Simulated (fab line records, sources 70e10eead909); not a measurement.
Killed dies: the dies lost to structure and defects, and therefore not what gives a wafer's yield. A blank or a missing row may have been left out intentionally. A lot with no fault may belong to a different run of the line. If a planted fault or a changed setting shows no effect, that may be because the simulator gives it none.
Chamber matching / flow nand-harc / NHARC_A_STAIRCASE_DESCUM_11 on rie-diel-08 has 4 sister chambers
The step chemistry O2, time 3 s. 4 wafers are shown with their chamber, then 8 later ones without.

## WAFERS PAIRED WITH THEIR CHAMBERS
wafer=L078.6; chamber=2; drypump-motor-current-A (A)=6.3
wafer=L085.2; chamber=1; drypump-motor-current-A (A)=5.7
wafer=L089.6; chamber=3; drypump-motor-current-A (A)=5.9
wafer=L095.1; chamber=0; drypump-motor-current-A (A)=4.8

## WAFERS WITHOUT THEIR CHAMBER
wafer=L095.3; drypump-motor-current-A (A)=5.9
wafer=L095.4; drypump-motor-current-A (A)=6.3
wafer=L097.1; drypump-motor-current-A (A)=5.9
wafer=L097.3; drypump-motor-current-A (A)=6.3
wafer=L097.4; drypump-motor-current-A (A)=4.8
wafer=L096.2; drypump-motor-current-A (A)=5.7
wafer=L096.4; drypump-motor-current-A (A)=5.9
wafer=L096.6; drypump-motor-current-A (A)=5.8

## THE CHAMBER EACH PASSED THROUGH
wafer=L095.3; from the rows above=3; in truth=3
wafer=L095.4; from the rows above=2; in truth=2
wafer=L097.1; from the rows above=3; in truth=3
wafer=L097.3; from the rows above=2; in truth=2
wafer=L097.4; from the rows above=0; in truth=0
wafer=L096.2; from the rows above=1; in truth=1
wafer=L096.4; from the rows above=3; in truth=3
wafer=L096.6; from the rows above=can't be placed: 1 or 3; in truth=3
Correctly placed: 7 of 8. Cannot be placed on the basis of these rows: 1; the candidates contain the true chamber in 1. 0 placed wrongly.
How it was worked out, from the rows above alone: a wafer's distance from a chamber is the root of the sum, over the readings, of the square of ((its reading less the chamber's mean) divided by the reading's scatter). If the next closest chamber is less than 2 further off than the closest, the wafer can't be placed; otherwise it belongs to the closest. For every chamber, the mean is computed from those of its wafers that are shown. The scatter (one wafer shown for each chamber): square how far every hidden wafer sits from the nearest shown wafer, average those squares and take the square root.
